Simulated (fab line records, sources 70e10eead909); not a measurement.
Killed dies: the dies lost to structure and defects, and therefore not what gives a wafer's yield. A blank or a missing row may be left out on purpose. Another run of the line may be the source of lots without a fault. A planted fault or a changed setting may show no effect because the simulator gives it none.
Which tool was responsible? ; flow nand-harc ; 13 lots with 39 wafers sampled at 5 steps, on a route of 1302 steps

== WHAT EACH GAUGE READ, for each wafer ==
NHARC_P_STI_INSPECT_25. Usual: raw-defect-count at 224, with a standard deviation of 77.
lot;measured;on;raw-defect-count;flag
L208;day 4 07:17;defect-inspect-02;344 374 546;
L209;day 4 18:53;defect-inspect-02;85 110 83;
L210;day 5 04:32;defect-inspect-02;187 232 162;
L211;day 5 15:28;defect-inspect-02;211 168 245;
L214;day 6 23:13;defect-inspect-02;212 388 217;
L215;day 7 10:21;defect-inspect-01;295 330 167;
L216;day 8 02:23;defect-inspect-01;201 227 340;
L219;day 9 00:08;defect-inspect-01;155 184 140;
L223;day 10 16:36;defect-inspect-01;293 215 440;
L224;day 10 22:10;defect-inspect-02;206 314 176;
L225;day 11 09:41;defect-inspect-02;259 213 294;
L228;day 12 15:17;defect-inspect-02;271 204 265;
L229;day 13 01:17;defect-inspect-01;338 257 299;

NHARC_END_SORT_01. Usual: killed-at-array 57, standard deviation 20; killed-at-other 1.3, standard deviation 1.4; killed-at-periphery 3.4, standard deviation 2.4; killed-dies 61, standard deviation 19; killed-open 2.9, standard deviation 1.8; killed-short 2.5, standard deviation 1.6.
lot;measured;on;killed-at-array;killed-at-other;killed-at-periphery;killed-dies;killed-open;killed-short;flag
L219;day 29 18:42;prober-01;55 50 52;2 3 3;2 3 3;59 56 58;3 2 1;2 2 1;
L223;day 31 15:16;prober-02;75;1;0;76;0;2;

== EACH LOT AND THE TOOL THAT RAN IT (in order: tool; ch and the chambers of the sampled wafers; start) ==
lot;NHARC_P_ZERO_WELL_PEB_22;NHARC_P_ZERO_WELL_DESCUM_54;NHARC_P_STI_CMP_21
L208;litho-track-07 ch 0, day 2 08:26;rie-diel-09 ch 0,1,2, day 2 11:48;cmp-04 ch 0,2, day 3 22:29
L209;litho-track-07 ch 0, day 2 18:25;rie-diel-10 ch 0,1,3, day 2 21:56;cmp-02 ch 0,1,3, day 4 10:25
L210;litho-track-07 ch 0, day 3 04:25;rie-diel-03 ch 0,1,2, day 3 07:51;cmp-04 ch 1,2,3, day 4 20:36
L211;litho-track-07 ch 0, day 3 14:22;rie-diel-09 ch 0,1,2, day 3 17:55;cmp-04 ch 0,1, day 5 07:42
L214;litho-track-02 ch 0, day 4 20:57;rie-diel-03 ch 0,1,3, day 5 00:30;cmp-03 ch 0,2,3, day 6 15:15
L215;litho-track-05 ch 0, day 5 06:24;rie-diel-10 ch 0,2, day 5 09:50;cmp-04 ch 0,2,3, day 7 02:21
L216;litho-track-02 ch 0, day 5 16:52;rie-diel-03 ch 0,1,3, day 5 20:25;cmp-04 ch 0,1,3, day 7 14:53
L219;litho-track-07 ch 0, day 6 22:23;rie-diel-03 ch 0,3, day 7 01:46;cmp-03 ch 1,2,3, day 8 15:41
L223;litho-track-05 ch 0, day 8 14:22;rie-diel-09 ch 1,2,3, day 8 17:54;cmp-03 ch 0,3, day 10 06:07
L224;litho-track-05 ch 0, day 9 00:33;rie-diel-03 ch 0,1,2, day 9 03:58;cmp-04 ch 0,2,3, day 10 13:46
L225;litho-track-02 ch 0, day 9 10:30;rie-diel-10 ch 0,1,3, day 9 14:04;cmp-03 ch 0,3, day 11 01:43
L228;litho-track-07 ch 0, day 10 16:23;rie-diel-09 ch 0,1,2, day 10 19:53;cmp-03 ch 1,2, day 12 07:18
L229;litho-track-07 ch 0, day 11 02:18;rie-diel-09 ch 1,2,3, day 11 05:44;cmp-03 ch 1,3, day 12 16:54
- NHARC_P_ZERO_WELL_PEB_22: peb time 85 s.
- NHARC_P_ZERO_WELL_DESCUM_54: chemistry O2, time 3 s.
- NHARC_P_STI_CMP_21: polishes, t overpolish 20 s, target thk 380.67 nm.

== AS READ BY THE TOOLS THEMSELVES (means over the sampled wafers that have a number; for cases with no such wafer, the mark the record gives instead) ==
NHARC_P_ZERO_WELL_PEB_22. Usual: exhaust-pa 45.1 Pa, standard deviation 1; heater-power-total-W 163.93 W, standard deviation 0.28; plate-temp-C 117.99 C, standard deviation 0.13.
lot;tool;exhaust-pa (Pa);heater-power-total-W (W);plate-temp-C (C);flag
L208;litho-track-07;44.2;163.98;118.09;
L209;litho-track-07;44.8;163.99;117.83;
L210;litho-track-07;45.3;163.90;117.99;
L211;litho-track-07;45.6;163.63;117.99;
L214;litho-track-02;47.2;164.15;117.90;
L215;litho-track-05;43.9;163.83;118.12;
L216;litho-track-02;44.4;164.19;117.92;
L219;litho-track-07;46.3;164.07;118.17;
L223;litho-track-05;45.4;159.98;115.80;OFF
L224;litho-track-05;44.3;160.38;116.00;OFF
L225;litho-track-02;45.3;163.87;117.86;
L228;litho-track-07;46.6;164.05;118.07;
L229;litho-track-07;45.2;163.93;117.92;

NHARC_P_ZERO_WELL_DESCUM_54. Usual: drypump-motor-current-A 5.7 A, standard deviation 0.46; oes-product-au 0.999 a.u., standard deviation 0.011; rf-vpp-V 57.8 V, standard deviation 0.88; showerhead-plenum-p-Torr 1.94 Torr, standard deviation 0.078; throttle-valve-pct 11.310 %, standard deviation 0.0091.
lot;tool;drypump-motor-current-A (A);oes-product-au (a.u.);rf-vpp-V (V);showerhead-plenum-p-Torr (Torr);throttle-valve-pct (%);flag
L208;rie-diel-09;5.5;0.994;57.6;1.95;11.304;
L209;rie-diel-10;5.5;1.009;57.8;1.95;11.315;
L210;rie-diel-03;5.7;1.000;58.1;1.91;11.305;
L211;rie-diel-09;5.5;0.985;57.7;1.94;11.313;
L214;rie-diel-03;5.8;0.993;58.1;1.90;11.308;
L215;rie-diel-10;5.9;1.008;58.9;2.03;11.312;
L216;rie-diel-03;5.8;1.000;57.6;1.90;11.313;
L219;rie-diel-03;5.9;1.009;57.2;1.89;11.304;
L223;rie-diel-09;5.6;1.002;58.1;1.96;11.312;
L224;rie-diel-03;5.7;0.999;57.4;1.89;11.314;
L225;rie-diel-10;5.5;0.990;57.8;1.93;11.312;
L228;rie-diel-09;5.5;1.006;57.8;1.93;11.302;
L229;rie-diel-09;5.6;1.003;58.2;1.95;11.311;

NHARC_P_STI_CMP_21. Usual: motor-current-A 11.6 A, standard deviation 0.87; overpolish-run-s 20.000 s, standard deviation 0.01.
lot;tool;motor-current-A (A);overpolish-run-s (s);flag
L208;cmp-04;12.4;19.993;
L209;cmp-02;11.2;20.001;
L210;cmp-04;11.9;19.996;
L211;cmp-04;12.7;19.996;
L214;cmp-03;11.5;19.994;
L215;cmp-04;11.5;19.996;
L216;cmp-04;12.1;20.002;
L219;cmp-03;11.3;20.011;
L223;cmp-03;11.4;19.998;
L224;cmp-04;11.7;19.994;
L225;cmp-03;11.5;19.994;
L228;cmp-03;11.2;20.004;
L229;cmp-03;10.7;20.010;

== THE ANSWER, worked out from the rows above alone ==
Rule: take the mean of a lot's wafers that have a number; if it is more than 3 standard deviations from the usual mean, the lot is off. Also off: a lot with no number at a reading for which 4 or more lots have one. The other lots that the step has rows for count as sound. The gauges are gone through in route order, then the tools' own readings, and for those a lot's mean is taken as printed above. At the first step where some lot is off, the reading lying furthest off is the one used; lots without a number count as furthest.
Off: L223, L224, at NHARC_P_ZERO_WELL_PEB_22 (plate-temp-C).
A tool fits if, at that step or a process step before it, it ran every lot that is off, and no sound lot after the first of them. One fits: litho-track-05 at NHARC_P_ZERO_WELL_PEB_22. Its last sound lot is L215 (day 5 06:24), its first lot that is off L223 (day 8 14:22): a fault that began between those two fits.
The tool's own readings at NHARC_P_ZERO_WELL_PEB_22 bear it out: on the lots that are off they differ by more than 5 times the standard deviation of the sound lots' means. heater-power-total-W reads 160.18 W there against 163.96 W on the sound lots; plate-temp-C reads 115.90 C there against 117.99 C on the sound lots.

== WHAT THE SIMULATOR HAD INSERTED ==
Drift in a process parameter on litho-track-05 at NHARC_P_ZERO_WELL_PEB_22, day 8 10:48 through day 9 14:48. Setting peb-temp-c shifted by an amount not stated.
Struck lots among those shown: L223, L224. The same result came from the rule above.
